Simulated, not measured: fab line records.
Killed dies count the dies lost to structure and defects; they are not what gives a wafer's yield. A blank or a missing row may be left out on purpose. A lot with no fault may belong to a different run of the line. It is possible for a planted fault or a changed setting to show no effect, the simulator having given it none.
Matching of chambers | flow nand harc | NHARC_A_STAIRCASE_DEP_156 on pecvd-02 has 3 sister chambers
The step deposits SiNx, target thk 50 nm. 3 wafers are shown with their chamber, then 7 later ones without.

== EACH WAFER AND ITS CHAMBER ==
wafer  | chamber | heater power w (W)
L084.3 | 1       | 639
L084.5 | 0       | 652
L087.4 | 2       | 740

== WAFERS WITH NO CHAMBER GIVEN ==
wafer  | heater power w (W)
L087.6 | 723
L088.1 | 670
L088.2 | 680
L088.5 | 682
L091.1 | 717
L091.4 | 695
L091.5 | 735

== WHICH CHAMBER EACH WENT THROUGH ==
wafer  | from the rows above          | in truth
L087.6 | 2                            | 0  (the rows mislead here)
L088.1 | can't be placed: 0 or 1      | 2
L088.2 | can't be placed: 0 or 1 or 2 | 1
L088.5 | can't be placed: 0 or 1 or 2 | 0
L091.1 | can't be placed: 2 or 0      | 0
L091.4 | can't be placed: 0 or 2 or 1 | 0
L091.5 | 2                            | 2
Placed correctly: 1 of 7. Not placeable from these rows: 5 (in 4, the candidates include the true chamber). Number placed wrongly: 1.
How it was worked out, from the rows above alone: a wafer's distance from a chamber is the root of the sum, over the readings, of the square of ((its reading less the chamber's mean) divided by the reading's scatter). If the next closest chamber is less than 2 further off than the closest, the wafer can't be placed; otherwise it belongs to the closest. A chamber's mean is the mean of its shown wafers. The scatter: root of mean squared gap, hidden wafer to nearest shown wafer, with one shown wafer a chamber.
